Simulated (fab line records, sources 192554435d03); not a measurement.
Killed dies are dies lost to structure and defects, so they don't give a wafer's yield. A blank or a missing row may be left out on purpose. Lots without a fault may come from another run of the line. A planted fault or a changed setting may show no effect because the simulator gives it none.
Chamber matching | flow n5_finfet | N5_DUMMY_GATE_ETCH_44 on rie_si-03: 4 sister chambers
The step etches poly-Si in HBr/O2, stops on SiO2, target depth 127.5 nm. 14 wafers are shown with their chamber, then 7 later ones without.

WAFERS WITH THEIR CHAMBER
wafer  | chamber | drypump_motor_current_A (A) | throttle_valve_pct (%) | oes_product_au (a.u.)
L077.1 | 1       | 5.2                         | 18.37                  | 0.710
L077.2 | 3       | 6.3                         | 18.73                  | 0.727
L077.3 | 2       | 6.1                         | 18.47                  | 0.721
L077.4 | 0       | 6.4                         | 18.68                  | 0.728
L077.5 | 2       | 6.1                         | 18.48                  | 0.715
L077.6 | 1       | 5.2                         | 18.37                  | 0.718
L080.1 | 2       | 6.1                         | 18.48                  | 0.732
L080.2 | 1       | 5.1                         | 18.37                  | 0.728
L080.3 | 0       | 6.4                         | 18.69                  | 0.738
L080.4 | 3       | 6.3                         | 18.75                  | 0.722
L080.5 | 3       | 6.3                         | 18.73                  | 0.737
L080.6 | 2       | 6.1                         | 18.49                  | 0.724
L093.1 | 1       | 5.2                         | 18.35                  | 0.714
L093.5 | 1       | 5.2                         | 18.37                  | 0.728

SIGNATURES (means of the wafers above)
reading                 | chamber 0 | chamber 1 | chamber 2 | chamber 3 | scatter within a chamber
drypump_motor_current_A | 6.400     | 5.180     | 6.100     | 6.300     | 0.0283
throttle_valve_pct      | 18.6850   | 18.3660   | 18.4800   | 18.7367   | 0.00915
oes_product_au          | 0.73300   | 0.71960   | 0.72300   | 0.72867   | 0.00764
Rule: a wafer's distance from a chamber is the root of the sum, over the readings, of the square of ((its reading less the chamber's mean) divided by the reading's scatter). The wafer belongs to the nearest chamber; if the next one is less than 2 further off, it can't be placed. The scatter: the root of (the sum of the squares of (reading less its chamber's mean) over the shown wafers, divided by (wafers less chambers)).

WAFERS WITHOUT THEIR CHAMBER
wafer  | drypump_motor_current_A (A) | throttle_valve_pct (%) | oes_product_au (a.u.)
L093.6 | 6.3                         | 18.74                  | 0.712
L095.2 | 6.3                         | 18.73                  | 0.712
L095.3 | 6.1                         | 18.49                  | 0.728
L095.4 | 6.3                         | 18.73                  | 0.729
L097.1 | 6.4                         | 18.73                  | 0.720
L097.2 | 5.2                         | 18.37                  | 0.729
L097.3 | 6.1                         | 18.50                  | 0.723

WHICH CHAMBER EACH WENT THROUGH
wafer  | from the rows above     | in truth
L093.6 | 3                       | 3
L095.2 | 3                       | 3
L095.3 | 2                       | 2
L095.4 | 3                       | 3
L097.1 | can't be placed: 3 or 0 | 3
L097.2 | 1                       | 1
L097.3 | 2                       | 2
Placed correctly: 6 of 7. Can't be placed from these rows: 1 (the true chamber is among the candidates in 1). Placed wrongly: 0.
